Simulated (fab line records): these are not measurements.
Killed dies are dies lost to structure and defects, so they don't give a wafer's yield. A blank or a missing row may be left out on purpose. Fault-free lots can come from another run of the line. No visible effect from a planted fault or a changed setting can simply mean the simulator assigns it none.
Chamber matching -- flow nand-harc -- cmp-02 running NHARC_P_BONDPAD_CMP_32: 4 sister chambers
The step polishes SiCN, target thk 200 nm. 14 wafers are shown with their chamber, then 7 later ones without.

== WAFERS PAIRED WITH THEIR CHAMBERS ==
wafer,chamber,motor-current-A (A)
L077.2,0,12.1
L077.3,1,11.5
L077.6,2,11.7
L081.1,2,11.3
L081.3,0,12.5
L081.4,3,10.9
L081.2,1,11.6
L081.5,1,11.4
L081.6,0,12.1
L085.1,3,11.0
L085.3,1,11.5
L085.5,0,12.3
L085.2,0,12.8
L085.4,2,11.9

SIGNATURES (means of the wafers above)
reading,chamber 0,chamber 1,chamber 2,chamber 3,scatter within a chamber
motor-current-A,12.360,11.500,11.633,10.950,0.237
Rule: for each reading, subtract the chamber's mean from the wafer's reading, divide by that reading's scatter and square the result; add these up over the readings and take the root, which gives the wafer's distance from the chamber. If the next closest chamber is less than 2 further off than the closest, the wafer can't be placed; otherwise it belongs to the closest. The scatter is the square root of a quotient: the sum, over the shown wafers, of each reading's squared deviation from its chamber's mean, divided by wafers minus chambers.

== WAFERS WITH NO CHAMBER GIVEN ==
wafer,motor-current-A (A)
L085.6,11.6
L086.1,11.5
L086.4,11.5
L086.5,11.2
L088.1,11.5
L088.4,11.6
L088.5,11.9

== THE CHAMBER EACH PASSED THROUGH ==
wafer,from the rows above,in truth
L085.6,can't be placed: 2 or 1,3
L086.1,can't be placed: 1 or 2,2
L086.4,can't be placed: 1 or 2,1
L086.5,can't be placed: 3 or 1 or 2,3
L088.1,can't be placed: 1 or 2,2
L088.4,can't be placed: 2 or 1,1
L088.5,can't be placed: 2 or 1 or 0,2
Correctly placed: 0 of 7. Can't be placed from these rows: 7 (the true chamber is among the candidates in 6). Wrongly placed: 0.
